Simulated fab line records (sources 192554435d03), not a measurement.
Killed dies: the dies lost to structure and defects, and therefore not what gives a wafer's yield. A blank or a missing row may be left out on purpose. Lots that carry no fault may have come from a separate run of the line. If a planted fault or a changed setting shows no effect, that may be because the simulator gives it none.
fab line records	flow n5Finfet
record: lots: 6	wafers: 17	lastDay: 19
route steps=1938 shown GATE_CUT@507 MOL_CONTACT_COAG@517 BEOL_M4@1111 PASSIVATION@1936
lots with no fault: from the same line, run without faults
startH: hours from the record's first day to the start of the lot's first wafer shown	waitH: hours from the lot's prior step to this one	" same as the row above	L1.1+2: a single row standing in for several wafers	- no value, or no start given	* or withheld: withheld	< > ~ a bound
route shown NAME@n: a module of which the file shows steps, and the number in the route of the first	usual: mean/standard deviation taken from wafers without a fault	same: alike in all rows	chamber/n: place in a boat	sites: per-site readings	_std_site: how widely they spread, as a standard deviation	_edge_site: the outer-site mean with the inner-site mean subtracted	radiusMm: how far each site lies from the wafer's centre	mask NAME#n: copy n	behind: tool/chamber where the wafer was last shaped	hold: the reason the lot was held/the length of the hold in hours/how it ended	device: the n, p or np transistor that did not switch	end of line: the tests these same wafers got at the end of their route	where a step has no rows: the recipe by itself	killed: at the first sort, the dies lost to defects and structure; wafer yield is something else	map: a wafer's dies, x killed, . not, _ none there
set.NAME: setting as actually run; set.NAME@STEP: the setting as run at that earlier step	model.NAME: the simulator's own value behind a step, which no gauge read
a table for each step, a row for each wafer; lots at some steps of the route
services: the hour from which a tool's chamber was out of use, counted from the record's first day as startH (under 0 if before that day), plus the number of hours and why
== steps ==
step: N5_GATE_CUT_STRIP_21
recipe: chemistry: N2/H2	timeS: 30	powerW: 1000	tempC: 250	pressureMtorr: withheld	n2FlowSccm: 1750	h2FlowSccm: 3250
usual: drypumpMotorCurrentA: 5.8/0.36	heaterPowerW: 326/24	tempC: 250.01/0.19
lot.wafer	tool	chamber	startH	waitH	drypumpMotorCurrentA	heaterPowerW	rfHoursCounterH	tempC
L493.1	plasmaAsher-01	1	91.52	0.0	5.3	346	89	250.15
L493.2	"	0	"	"	6.2	298	89	249.79
L493.5	"	0	"	"	6.2	307	-	249.83
L495.3	plasmaAsher-01	1	112.40	0.1	5.3	343	-	249.90
L495.4	"	0	"	"	6.2	302	-	249.81
L495.6	"	1	"	"	5.4	339	-	249.94
L496.1	plasmaAsher-01	1	114.75	0.1	5.4	344	94	250.00
L496.4	"	1	"	"	5.4	337	-	250.10
L496.5	"	0	"	"	6.2	304	-	249.89
L511.2	plasmaAsher-02	0	200.91	0.0	6.0	359	65	250.03
L511.4	"	0	"	"	6.1	360	-	250.02
L511.6	"	1	"	"	5.5	307	-	250.11
L514.1	plasmaAsher-02	1	221.69	0.0	5.5	308	70	249.84
L514.2	"	0	"	"	6.0	361	70	250.07
L514.4	"	0	"	"	6.0	357	-	250.32
L515.2	plasmaAsher-01	0	224.72	0.0	6.1	301	113	250.12
L515.6	"	0	"	"	6.2	309	-	250.16
step: N5_GATE_CUT_STRIP_29
recipe: chemistry: postEtchResidueRemover	timeS: 60	tempC: 25	removerPh: withheld	removerWaterWtPct: withheld	removerFluorideWtPct: withheld
step: N5_GATE_CUT_SRD_52
recipe: dry: ipaMarangoni	timeS: 30	tempC: 23	rinseLiquid: diw
step: N5_GATE_CUT_ALD_22
recipe: material: SiNx	targetThkA: 160	tempC: 400	aldPrecursorFamily: SiH2I2	aldCoReactant: N2/H2-plasma	pulseTimeS: 1	aldCycles: 320	purgeTimeS: 2	coReactantPurgeTimeS: 2	pressureTorr: 2
usual: heaterPowerW: 811/50	precursorPulseHeightRel: 0.997/0.019
lot.wafer	tool	chamber	startH	waitH	heaterPowerW	precursorPulseHeightRel	sinceWetCleanH
L493.1	aldSin-03	3	92.33	0.7	705	1.022	190
L493.2	"	2	"	"	835	1.042	190
L493.5	"	2	"	"	836	0.998	-
L495.3	aldSin-02	0	112.53	0.0	828	1.001	300
L495.4	"	1	"	"	800	1.000	300
L495.6	"	0	"	"	821	0.971	-
L496.1	aldSin-02	1	114.90	0.0	806	1.007	302
L496.4	"	0	"	"	812	0.964	302
L496.5	"	3	"	"	861	1.030	-
L511.2	aldSin-02	1	201.07	0.0	805	0.979	10
L511.4	"	0	"	"	799	1.031	10
L511.6	"	0	"	"	788	0.981	-
L514.1	aldSin-02	3	222.20	0.4	883	1.002	31
L514.2	"	2	"	"	793	1.004	31
L514.4	"	1	"	"	826	0.995	31
L515.2	aldSin-01	1	224.87	0.0	826	0.976	216
L515.6	"	1	"	"	842	1.022	-
step: N5_GATE_CUT_CMP_23
recipe: stopOn: SiO2	tOverpolishS: 23.4	postCmpClean: alkalineBrush	downForcePsi: 2.5	platenRpm: 51.8	padVelocityMS: 1.0307	targetThkNm: 16
step: N5_GATE_CUT_THK_MEAS_24
recipe: reads: SiO2_of_GATE_CUT_HM_DEP_46+SiO2_flowable_of_ILD0_FCVD_FILL_01
usual: GC_FILL_THK: 221.5/2.3
lot.wafer	tool	chamber	startH	waitH	GC_FILL_THK[nm]
L493.1	filmMetro-02	-	94.12	-	224.1
L493.2	"	-	"	"	220.1
L493.5	"	-	"	"	225.4
L495.3	filmMetro-01	-	114.32	-	220.8
L495.4	"	-	"	"	222.5
L495.6	"	-	"	"	223.1
L496.1	filmMetro-02	-	116.69	-	220.7
L496.4	"	-	"	"	222.6
L496.5	"	-	"	"	220.9
L511.2	filmMetro-02	-	202.86	-	218.4
L511.4	"	-	"	"	220.5
L511.6	"	-	"	"	222.3
L514.1	filmMetro-01	-	223.99	-	221.6
L514.2	"	-	"	"	221.4
L514.4	"	-	"	"	222.7
L515.2	filmMetro-02	-	226.66	-	219.8
L515.6	"	-	"	"	224.4
step: N5_GATE_CUT_CMP_43
recipe: material: SiO2	postCmpClean: rinseOnly
usual: motorCurrentA: 12.3/1.3	retainingRingPressureFrac: 1.000/0.0049
lot.wafer	tool	chamber	startH	waitH	motorCurrentA	retainingRingPressureFrac
L493.2	cmp-01	1	94.15	0.0	14.8	0.993
L493.1	"	0	"	"	11.7	0.999
L493.5	"	1	"	"	14.1	0.996
L495.3	cmp-03	3	114.43	0.1	12.1	1.003
L495.4	"	0	"	"	13.3	0.998
L495.6	"	2	"	"	11.0	0.995
L496.4	cmp-03	2	116.80	0.1	11.1	0.994
L496.1	"	3	"	"	11.4	0.997
L496.5	"	2	"	"	11.4	0.990
L511.4	cmp-03	1	202.89	0.0	12.0	1.003
L511.2	"	3	"	"	11.6	0.995
L511.6	"	2	"	"	10.5	0.995
L514.4	cmp-01	0	224.10	0.1	11.9	1.000
L514.2	"	1	"	"	14.4	0.998
L514.1	"	2	"	"	13.2	1.000
L515.2	cmp-03	1	226.92	0.3	12.9	0.995
L515.6	"	2	"	"	10.8	0.990
step: N5_GATE_CUT_CMP_61
recipe: stopOn: SiNx	tOverpolishS: 3	postCmpClean: alkalineBrush	downForcePsi: 4	platenRpm: 27.09	padVelocityMS: 0.539
usual: motorCurrentA: 12.3/1.3	retainingRingPressureFrac: 1.001/0.0051
lot.wafer	tool	chamber	startH	waitH	motorCurrentA	retainingRingPressureFrac
L493.2	cmp-01	1	94.63	0.4	14.6	1.000
L493.1	"	0	"	"	11.3	1.004
L493.5	"	1	"	"	14.6	1.005
L495.3	cmp-03	3	114.86	0.3	11.0	0.997
L495.4	"	0	"	"	12.5	0.995
L495.6	"	2	"	"	10.9	1.002
L496.4	cmp-03	2	117.23	0.3	10.9	0.995
L496.1	"	3	"	"	11.8	1.001
L496.5	"	2	"	"	11.0	1.001
L511.4	cmp-03	1	203.37	0.4	13.0	1.003
L511.2	"	3	"	"	11.2	0.996
L511.6	"	2	"	"	10.5	1.001
L514.4	cmp-01	0	224.53	0.3	11.2	0.999
L514.2	"	1	"	"	14.6	0.993
L514.1	"	2	"	"	12.7	1.002
L515.2	cmp-03	1	227.25	0.2	12.6	1.011
L515.6	"	2	"	"	11.0	0.996
step: N5_GATE_CUT_INSPECT_26
recipe: inspectInstrument: darkfield	mode: postCmp
usual: rawDefectCount: 40/16
lot.wafer	tool	chamber	startH	waitH	rawDefectCount
L493.1	defectInspect-01	-	94.86	0.0	41
L493.2	"	-	"	"	68
L493.5	"	-	"	"	40
L495.3	defectInspect-02	-	115.06	0.0	24
L495.4	"	-	"	"	36
L495.6	"	-	"	"	21
L496.1	defectInspect-01	-	117.43	0.0	51
L496.4	"	-	"	"	75
L496.5	"	-	"	"	50
L511.2	defectInspect-01	-	203.60	0.0	36
L511.4	"	-	"	"	36
L511.6	"	-	"	"	48
L514.1	defectInspect-01	-	224.73	0.0	26
L514.2	"	-	"	"	37
L514.4	"	-	"	"	56
L515.2	defectInspect-01	-	227.40	0.0	43
L515.6	"	-	"	"	35
step: N5_MOL_CONTACT_COAG_COAT_103
recipe: resist: SOC	tempC: 250	timeS: 60	spinRpm: 1500	resistThkNm: 80
step: N5_MOL_CONTACT_COAG_COAT_104
recipe: resist: SiARC	tempC: 220	timeS: 60	spinRpm: 1500	resistThkNm: 12
step: N5_MOL_CONTACT_COAG_COAT_58
recipe: resist: underlayer	tempC: 205	timeS: 60	spinRpm: 1500	resistThkNm: 10
usual: heaterPowerTotalW: 391.8/1.3	plateTempC: 204.99/0.18
lot.wafer	tool	chamber	startH	waitH	heaterPowerTotalW	plateTempC
L493.1	lithoTrack-04	0	94.90	-	389.4	205.02
L493.2	"	0	"	"	393.1	205.01
L493.5	"	0	"	"	393.8	205.37
L495.3	lithoTrack-02	0	115.10	-	359.9	192.80
L495.4	"	0	"	"	364.1	192.78
L495.6	"	0	"	"	361.8	192.74
L496.1	lithoTrack-02	0	117.47	-	364.8	192.15
L496.4	"	0	"	"	364.9	192.41
L496.5	"	0	"	"	361.0	192.34
L511.2	lithoTrack-02	0	203.64	-	390.1	204.97
L511.4	"	0	"	"	391.3	205.08
L511.6	"	0	"	"	393.2	205.10
L514.1	lithoTrack-03	0	224.76	-	392.7	205.05
L514.2	"	0	"	"	393.8	205.22
L514.4	"	0	"	"	392.8	205.20
L515.2	lithoTrack-02	0	227.43	-	392.2	205.06
L515.6	"	0	"	"	390.0	204.96
step: N5_MOL_CONTACT_COAG_COAT_02
recipe: resist: CAR-EUV	spinRpm: 1500	resistThkNm: 30
step: N5_MOL_CONTACT_COAG_EBR_04
recipe: solvent: PGMEA	ebrWidthMm: 1.5
step: N5_MOL_CONTACT_COAG_SOFTBAKE_03
recipe: tempC: 110	timeS: 60	resist: CAR-EUV
step: N5_MOL_CONTACT_COAG_EXPOSE_05
recipe: maskId: CA	na: 0.33	sourceShape: annular	sigmaInner: 0.4	sigmaOuter: 0.8	polarization: unpolarized	defocusNm: 0	doseMj: 38.25
step: N5_MOL_CONTACT_COAG_PEB_06
recipe: pebTempC: 100	pebTimeS: 60	resist: CAR-EUV
step: N5_MOL_CONTACT_COAG_DEVELOP_07
recipe: developTimeS: 30	developer: TMAH	resist: CAR-EUV	rinseLiquid: surfactantRinse	dry: airSpin	devTempC: 23
step: N5_MOL_CONTACT_COAG_CD_MEAS_08
recipe: targetCdNm: 28	landingEnergyEv: 500	detector: seInlens	polarity: opening
usual: cdNm: 28.10/0.26
same: landingEnergyEv: 500
lot.wafer	tool	chamber	startH	waitH	cdNm
L493.1	cdSem-01	0	95.35	-	28.18
L493.2	"	0	"	"	27.95
L493.5	"	0	"	"	28.47
L495.3	cdSem-01	0	115.36	-	28.22
L495.4	"	0	"	"	28.16
L495.6	"	0	"	"	27.84
L496.1	cdSem-03	0	117.73	-	27.77
L496.4	"	0	"	"	28.09
L496.5	"	0	"	"	28.30
L511.2	cdSem-01	0	203.90	-	28.42
L511.4	"	0	"	"	28.06
L511.6	"	0	"	"	28.37
L514.1	cdSem-02	0	225.15	-	27.84
L514.2	"	0	"	"	28.15
L514.4	"	0	"	"	28.26
L515.2	cdSem-02	0	227.69	-	28.11
L515.6	"	0	"	"	28.20
step: N5_MOL_CONTACT_COAG_OVL_MEAS_09
recipe: pointsPerWafer: 522
usual: CA_OVL: 0.2/0.6
lot.wafer	tool	chamber	startH	waitH	CA_OVL[nm]
L493.1	overlay-02	0	95.38	0.0	0.9
L493.2	"	0	"	"	0.7
L493.5	"	0	"	"	0.6
L495.3	overlay-01	0	115.40	0.0	0.5
L495.4	"	0	"	"	0.6
L495.6	"	0	"	"	-0.6
L496.1	overlay-01	0	117.76	0.0	0.2
L496.4	"	0	"	"	0.1
L496.5	"	0	"	"	1.0
L511.2	overlay-02	0	203.94	0.0	1.1
L511.4	"	0	"	"	-0.2
L511.6	"	0	"	"	0.9
L514.1	overlay-02	0	225.18	0.0	0.2
L514.2	"	0	"	"	-0.4
L514.4	"	0	"	"	-0.9
L515.2	overlay-01	0	227.73	0.0	0.8
L515.6	"	0	"	"	-0.1
step: N5_MOL_CONTACT_COAG_INSPECT_10
recipe: mode: adi	inspectInstrument: brightfield
usual: rawDefectCount: 72/28
lot.wafer	tool	chamber	startH	waitH	rawDefectCount
L493.1	defectInspect-01	-	95.44	0.1	87
L493.2	"	-	"	"	132
L493.5	"	-	"	"	72
L495.3	defectInspect-02	-	115.45	0.0	44
L495.4	"	-	"	"	59
L495.6	"	-	"	"	40
L496.1	defectInspect-01	-	117.82	0.1	109
L496.4	"	-	"	"	105
L496.5	"	-	"	"	84
L511.2	defectInspect-01	-	203.99	0.0	58
L511.4	"	-	"	"	79
L511.6	"	-	"	"	94
L514.1	defectInspect-01	-	225.24	0.1	48
L514.2	"	-	"	"	61
L514.4	"	-	"	"	73
L515.2	defectInspect-02	-	227.78	0.0	77
L515.6	"	-	"	"	81
step: N5_MOL_CONTACT_COAG_DESCUM_13
recipe: chemistry: O2	timeS: 7	sourcePowerW: 50	biasPowerW: 20	pressureMtorr: 20	rfFrequencyHz: 2.712e+07	tempC: 40	resist: CAR-EUV	o2FlowSccm: 225
step: N5_MOL_CONTACT_COAG_ETCH_59
recipe: chemistry: N2/H2	target: underlayer	targetDepthA: 130	maskMaterial: CAR-EUV	timeS: 10.4	ionEnergyEv: 200	pressureMtorr: 30	sourceW: 840	biasW: 150	n2FlowSccm: 200	h2FlowSccm: 200	ends: cleared
usual: drypumpMotorCurrentA: 5.6/0.43	etchRfOnTimeS: 10.4/0.55	oesProductAu: 0.67/0.082	rfVppV: 524.4/2.6	showerheadPlenumPTorr: 2.56/0.09	throttleValvePct: 17.81/0.22
lot.wafer	tool	chamber	startH	waitH	drypumpMotorCurrentA	etchRfOnTimeS	oesProductAu	rfHoursCounterH	rfVppV	showerheadPlenumPTorr	throttleValvePct	model.etch.depthNm
L493.1	rieDiel-03	3	95.51	0.0	4.9	10.6	0.58	239	521.2	2.40	18.05	9.991
L493.2	"	0	"	"	5.0	9.9	0.80	11	525.8	2.58	17.48	10
L493.5	"	2	"	"	5.2	9.9	0.65	-	520.3	2.42	17.87	10.01
L495.3	rieDiel-02	0	115.51	0.0	6.3	10.0	0.75	56	527.0	2.56	17.76	10.07
L495.4	"	1	"	"	5.4	10.7	0.60	223	522.5	2.53	18.27	10.05
L495.6	"	1	"	"	5.5	10.8	0.60	-	521.5	2.53	18.26	10.05
L496.1	rieDiel-02	2	117.88	0.0	5.2	10.4	0.67	98	526.9	2.65	17.53	10.08
L496.4	"	1	"	"	5.5	11.0	0.60	224	524.2	2.53	18.26	10.1
L496.5	"	2	"	"	5.2	10.4	0.67	-	528.6	2.65	17.54	10.11
L511.2	rieDiel-04	1	204.06	0.0	5.7	9.9	0.65	187	523.4	2.54	18.06	10.01
L511.4	"	2	"	"	6.2	10.5	0.78	13	530.1	2.70	17.59	10.02
L511.6	"	3	"	"	6.0	10.7	0.76	-	525.2	2.61	17.85	10.03
L514.1	rieDiel-03	0	225.32	0.0	5.0	10.0	0.72	57	524.7	2.56	17.56	10.01
L514.2	"	1	"	"	5.8	11.6	0.56	238	523.7	2.50	17.73	10.01
L514.4	"	2	"	"	5.3	9.9	0.62	199	520.5	2.40	17.96	10.04
L515.2	rieDiel-03	0	227.85	0.0	5.0	10.1	0.73	57	524.1	2.56	17.56	10.02
L515.6	"	3	"	"	4.8	10.3	0.76	-	528.2	2.70	17.63	10.02
step: N5_MOL_CONTACT_COAG_ETCH_105
recipe: chemistry: CF4	target: SiARC	targetDepthA: 156	maskMaterial: CAR-EUV	timeS: 26	ionEnergyEv: 80	pressureMtorr: 40	sourceW: 545	biasW: 36	Ar_flow_sccm: 100	cf4FlowSccm: 100	ends: cleared
usual: drypumpMotorCurrentA: 5.6/0.43	etchRfOnTimeS: 26.1/1.2	oesProductAu: 0.67/0.08	rfVppV: 184.3/1.2	showerheadPlenumPTorr: 2.15/0.065	throttleValvePct: 15.62/0.21
lot.wafer	tool	chamber	startH	waitH	drypumpMotorCurrentA	etchRfOnTimeS	oesProductAu	rfHoursCounterH	rfVppV	showerheadPlenumPTorr	throttleValvePct
L493.1	rieDiel-03	3	95.53	0.0	4.8	26.7	0.58	239	183.0	2.03	15.83
L493.2	"	0	"	"	5.0	24.7	0.81	11	185.7	2.18	15.45
L493.5	"	2	"	"	5.3	24.9	0.65	-	184.5	2.07	15.86
L495.3	rieDiel-02	0	115.53	0.0	6.3	24.9	0.74	56	184.8	2.18	15.79
L495.4	"	1	"	"	5.5	26.8	0.60	223	183.8	2.12	15.94
L495.6	"	1	"	"	5.5	26.8	0.59	-	183.0	2.12	15.94
L496.1	rieDiel-02	2	117.90	0.0	5.2	25.9	0.67	98	184.8	2.23	15.29
L496.4	"	1	"	"	5.5	27.0	0.59	224	184.6	2.12	15.92
L496.5	"	2	"	"	5.2	26.1	0.68	-	186.0	2.23	15.30
L511.2	rieDiel-04	1	204.08	0.0	5.7	25.1	0.64	187	184.2	2.12	15.75
L511.4	"	2	"	"	6.2	26.1	0.80	13	184.6	2.27	15.34
L511.6	"	3	"	"	5.9	26.9	0.76	-	184.6	2.17	15.49
L514.1	rieDiel-03	0	225.34	0.0	5.0	25.3	0.72	57	183.7	2.16	15.53
L514.2	"	1	"	"	5.8	28.7	0.56	238	184.2	2.11	15.51
L514.4	"	2	"	"	5.2	25.4	0.62	199	183.0	2.05	15.95
L515.2	rieDiel-03	0	227.87	0.0	5.0	25.5	0.71	57	184.2	2.16	15.53
L515.6	"	3	"	"	4.9	26.0	0.76	-	187.6	2.27	15.39
step: N5_BEOL_M4_RC_MEAS_101
usual: DIBL_N: 36.4/2.2	DIBL_P: 36.3/2.5	IOFF_N: 0.17/0.052	IOFF_P: 0.23/0.049	ION_N: 674/17	ION_P: 464/11	SS_N: 71.7/0.98	SS_P: 73.3/0.84	VT_N: 250/4	VT_P: -249/3.8
lot.wafer	tool	chamber	startH	waitH	DIBL_N[mV/V]	DIBL_P[mV/V]	IOFF_N[nA/um]	IOFF_P[nA/um]	ION_N[uA/um]	ION_P[uA/um]	SS_N[mV/dec]	SS_P[mV/dec]	VT_N[mV]	VT_P[mV]
L493.1	prober-01	0	186.10	0.0	34.2	33.0	0.12	0.17	667	458	70.8	72.6	252	-253
L493.2	"	0	"	"	35.8	34.4	0.12	0.18	659	454	72.0	73.1	254	-254
L493.5	"	0	"	"	35.7	33.2	0.12	0.16	634	439	71.7	71.6	255	-254
L495.3	prober-02	0	228.43	0.3	39.1	39.3	0.24	0.31	703	483	72.1	74.6	242	-240
L495.4	"	0	"	"	36.5	36.3	0.17	0.25	676	469	71.4	73.7	248	-244
L495.6	"	0	"	"	38.9	39.8	0.24	0.32	701	481	71.8	74.9	244	-243
L496.1	prober-01	0	233.16	0.0	37.4	37.8	0.19	0.29	702	488	71.6	74.1	246	-241
L496.4	"	0	"	"	36.0	36.3	0.18	0.27	684	475	71.2	73.3	244	-242
L496.5	"	0	"	"	35.0	33.9	0.15	0.22	674	473	70.8	72.2	249	-242
L511.2	prober-02	0	317.61	0.2	36.3	36.3	0.16	0.22	680	470	71.6	72.9	248	-248
L511.4	"	0	"	"	35.4	35.8	0.15	0.23	676	477	71.2	73.4	247	-246
L511.6	"	0	"	"	39.9	40.6	0.25	0.31	690	467	72.9	74.3	244	-244
L514.1	prober-01	0	348.53	0.0	31.1	30.3	0.11	0.15	671	467	70.5	72.2	252	-253
L514.2	"	0	"	"	36.1	35.9	0.17	0.23	684	469	71.5	73.6	250	-248
L514.4	"	0	"	"	36.1	34.6	0.16	0.20	636	449	72.6	73.1	255	-251
L515.2	prober-01	0	349.62	0.9	37.3	37.8	0.17	0.24	683	472	71.9	73.3	250	-249
L515.6	"	0	"	"	33.2	32.8	0.11	0.17	648	457	71.4	71.8	254	-253
step: N5_PASSIVATION_PROBE_49
usual: defectLimitedYield: 91.2/1.4	killed_at_M0_to_M3: 34/9.3	killed_at_M4_up: 14/5.9	killedAtContacts: 14/5.7	killedAtFrontEnd: 38/10	killedAtOther: 4/3.2	killedDies: 104/17	killedOpen: 67/13	killedShort: 33/6.9	sort_bin_5_function: 5.2/1	sort_bin_6_memory: 3.3/0.61	sort_bin_8_speed: 0.3/1.8	sortNPass: 1069/52
same: grossDies: 1180	killedAtBackSide: 0	sort_bin_4_leakage[%]: 0
lot.wafer	tool	chamber	startH	waitH	defectLimitedYield[%]	killed_at_M0_to_M3	killed_at_M4_up	killedAtContacts	killedAtFrontEnd	killedAtOther	killedDies	killedOpen	killedShort	sort_bin_5_function[%]	sort_bin_6_memory[%]	sort_bin_8_speed[%]	sortNPass
L493.1	prober-01	-	292.10	0.0	90.4	40	9	21	40	3	113	74	37	5.5	3.9	0	1067
L493.2	prober-01	-	292.15	0.1	91.6	24	3	16	43	13	99	68	30	5.3	3.1	0	1081
L493.5	prober-01	-	292.30	0.2	90.6	34	10	23	36	8	111	58	50	4.8	4.0	6.9	988
L496.1	prober-01	-	332.15	0.0	91.0	40	11	13	42	0	106	62	36	4.8	3.4	0	1074
L496.4	prober-01	-	332.30	0.2	92.5	36	10	17	25	1	89	57	29	4.4	2.9	0	1091
L496.5	prober-01	-	332.35	0.2	92.5	26	18	14	28	3	89	51	33	4.6	2.7	0	1091
L495.3	prober-01	-	336.03	0.1	85.8	43	33	26	39	26	167	103	35	8.6	5.0	0	1013
L495.4	prober-01	-	336.08	0.2	89.3	32	26	23	40	5	126	80	39	6.7	3.7	0	1054
L495.6	prober-01	-	336.18	0.3	91.3	28	21	11	41	2	103	66	32	5.1	3.4	0	1077
L515.2	prober-01	-	461.59	0.7	90.0	43	14	13	41	7	118	81	37	6.3	3.5	0	1062
L515.6	prober-01	-	461.79	0.9	90.8	53	12	5	37	2	109	70	33	5.8	3.0	0	1071
L514.1	prober-01	-	461.84	0.8	90.4	33	13	16	45	6	113	78	27	5.5	3.6	0	1067
L514.2	prober-01	-	461.89	0.8	92.5	41	8	10	26	4	89	58	29	4.5	2.7	0	1091
L514.4	prober-01	-	461.99	0.9	92.0	44	11	11	24	4	94	64	27	4.4	3.4	1.8	1065
killed by level:class
L493.1 MOL_CONTACT_COAG:geometricParticle:open=16 BEOL_M2:geometricParticle:open=10 GATE_CUT:geometricParticle:short=7 FIN_SAQP:geometricParticle:open=6 DUMMY_GATE:geometricParticle:open=6 BEOL_M0_SAQP:geometricParticle:open=6 BEOL_M3:geometricParticle:open=6 MOL_CONTACT_COAG:geometricParticle:short=5
L493.2 MOL_CONTACT_COAG:geometricParticle:open=15 GATE_CUT:geometricParticle:short=8 BEOL_M1:geometricParticle:open=8 DUMMY_GATE:geometricParticle:open=7 PAD_METAL:geometricParticle:short=7 FIN_SAQP:geometricParticle:open=5 STI_FIN_REVEAL:geometricParticle:open=5 PAD_METAL:geometricParticle:open=5
L493.5 MOL_CONTACT_COAG:geometricParticle:open=18 BEOL_M0_SAQP:geometricParticle:short=12 FIN_SAQP:geometricParticle:short=10 GATE_CUT:geometricParticle:short=10 BEOL_M0_SAQP:geometricParticle:open=7 FIN_SAQP:geometricParticle:open=5 MOL_CONTACT_COAG:geometricParticle:short=5 BEOL_M4:geometricParticle:open=5
L496.1 STI_FIN_REVEAL:geometricParticle:open=15 BEOL_M0_SAQP:geometricParticle:open=10 MOL_CONTACT_COAG:geometricParticle:open=8 STI_FIN_REVEAL:geometricParticle:short=5 BEOL_M0_SAQP:geometricParticle:short=5 BEOL_M3:geometricParticle:open=5 FIN_SAQP:geometricParticle:short=4 ILD0:geometricParticle:short=4
L496.4 MOL_CONTACT_COAG:geometricParticle:open=14 STI_FIN_REVEAL:geometricParticle:open=6 BEOL_M2:geometricParticle:open=6 BEOL_M3:geometricParticle:open=6 STARTING-WAFER:geometricParticle:short=6 BEOL_M0_SAQP:geometricParticle:open=5 BEOL_M3:geometricParticle:short=5 DUMMY_GATE:geometricParticle:open=4
L496.5 MOL_CONTACT_COAG:geometricParticle:open=11 STI_FIN_REVEAL:geometricParticle:open=6 BEOL_M6:geometricParticle:open=6 BEOL_M0_SAQP:geometricParticle:short=5 GATE_CUT:geometricParticle:short=4 BEOL_M5:geometricParticle:open=4 BEOL_M0_SAQP:geometricParticle:open=4 BEOL_M1:geometricParticle:short=4
L495.3 PASSIVATION:areaEtch=22 MOL_CONTACT_COAG:geometricParticle:open=20 BEOL_M4:geometricParticle:open=20 BEOL_M3:geometricParticle:open=17 FIN_SAQP:geometricParticle:short=6 FIN_SAQP:geometricParticle:open=6 STI_FIN_REVEAL:geometricParticle:open=6 MOL_CONTACT_COAG:geometricParticle:short=6
L495.4 MOL_CONTACT_COAG:geometricParticle:open=18 BEOL_M4:geometricParticle:open=14 STI_FIN_REVEAL:geometricParticle:open=9 BEOL_M0_SAQP:geometricParticle:short=9 BEOL_M1:geometricParticle:open=8 FIN_SAQP:geometricParticle:open=6 DUMMY_GATE:geometricParticle:open=5 MOL_CONTACT_COAG:geometricParticle:short=5
L495.6 FIN_SAQP:geometricParticle:open=11 FIN_SAQP:geometricParticle:short=10 BEOL_M4:geometricParticle:open=10 MOL_CONTACT_COAG:geometricParticle:open=9 BEOL_M3:geometricParticle:open=9 BEOL_M0_SAQP:geometricParticle:open=6 DUMMY_GATE:geometricParticle:open=5 BEOL_M2:geometricParticle:open=5
L515.2 FIN_SAQP:geometricParticle:open=16 BEOL_M3:geometricParticle:open=13 MOL_CONTACT_COAG:geometricParticle:open=9 BEOL_M0_SAQP:geometricParticle:open=9 BEOL_M0_SAQP:geometricParticle:short=8 FIN_SAQP:geometricParticle:short=6 BEOL_M2:geometricParticle:open=5 STI_FIN_REVEAL:geometricParticle:open=4
L515.6 BEOL_M3:geometricParticle:open=16 BEOL_M0_SAQP:geometricParticle:open=14 BEOL_M0_SAQP:geometricParticle:short=11 BEOL_M4:geometricParticle:open=7 MOL_CONTACT_COAG:geometricParticle:open=5 FIN_SAQP:geometricParticle:short=4 FIN_SAQP:geometricParticle:open=4 ILD0:geometricParticle:short=4
L514.1 FIN_SAQP:geometricParticle:open=17 BEOL_M2:geometricParticle:open=12 MOL_CONTACT_COAG:geometricParticle:open=12 DUMMY_GATE:geometricParticle:open=7 STI_FIN_REVEAL:geometricParticle:open=5 BEOL_M0_SAQP:geometricParticle:short=5 BEOL_M0_SAQP:geometricParticle:open=5 PASSIVATION:areaEtch=5
L514.2 FIN_SAQP:geometricParticle:open=10 MOL_CONTACT_COAG:geometricParticle:open=10 BEOL_M2:geometricParticle:open=10 BEOL_M0_SAQP:geometricParticle:short=8 BEOL_M0_SAQP:geometricParticle:open=6 BEOL_M1:geometricParticle:open=6 FIN_SAQP:geometricParticle:short=3 GATE_CUT:geometricParticle:open=3
L514.4 BEOL_M0_SAQP:geometricParticle:open=14 BEOL_M2:geometricParticle:open=11 BEOL_M0_SAQP:geometricParticle:short=9 MOL_CONTACT_COAG:geometricParticle:open=8 BEOL_M4:geometricParticle:open=8 FIN_SAQP:geometricParticle:open=6 STARTING-WAFER:geometricParticle:short=5 FIN_SAQP:geometricParticle:short=3
== services ==
tool	chamber	startH	hours	kind
aldSin-03	2	71.74	6.7	repair
rieDiel-02	0	73.23	5.6	repair
aldSin-03	3	77.20	4.8	repair
rieDiel-02	0	82.78	5.5	repair
rieDiel-04	0	98.94	4.2	repair
cmp-03	-	106.47	6.9	pm
aldSin-03	1	118.42	19.7	repair
aldSin-03	-	125.02	0.2	repair
rieDiel-03	3	134.34	-	clean
rieDiel-03	3	134.34	-	consumableReplace:focusRing
rieDiel-03	3	134.34	-	consumableReplace:showerhead
rieDiel-03	3	134.34	23.1	scheduledDown
rieDiel-03	3	134.34	23.1	ventCycle
aldSin-03	-	144.13	2.8	pm
rieDiel-04	0	148.13	4.3	repair
aldSin-03	-	159.04	6.0	pm
plasmaAsher-01	-	171.51	4.3	repair
cmp-03	-	173.83	1.4	repair
aldSin-02	-	177.14	14.0	pm
cmp-03	-	181.81	7.0	pm
rieDiel-03	0	201.11	2.7	repair
aldSin-02	-	214.53	6.1	pm
cmp-01	-	216.58	4.6	pm
cmp-03	-	227.34	4.0	pm
== key ==
firstSign: step: N5_MOL_CONTACT_COAG_COAT_58	reading: plateTempC	direction: down	sigmas: 69	usual: *	struck: *
effect: step: N5_MOL_CONTACT_COAG_COAT_58	reading: heaterPowerTotalW	direction: down	sigmas: 23	usual: *	struck: *
modelEffect: step: N5_MOL_CONTACT_COAG_ETCH_59	value: etch.depthNm	without: 10.01	struck: 10.08
metAt N5_MOL_CONTACT_COAG_COAT_58
struckWafers L495.3,L495.4,L495.6,L496.1,L496.4,L496.5
baselineLoss: step: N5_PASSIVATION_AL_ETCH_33	wafers: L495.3
fault: kind: processParameterDrift	tool: lithoTrack-02	chamber: -	onsetH: 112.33	steps: N5_MOL_CONTACT_COAG_COAT_58	channel: tempC	offset: *	shape: step	endH: 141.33	actsIn: *	stated: *
baselineLoss: these wafers lose ten dies or more at that step, a loss of the line's own and not of a fault; the sort's usual values leave them out
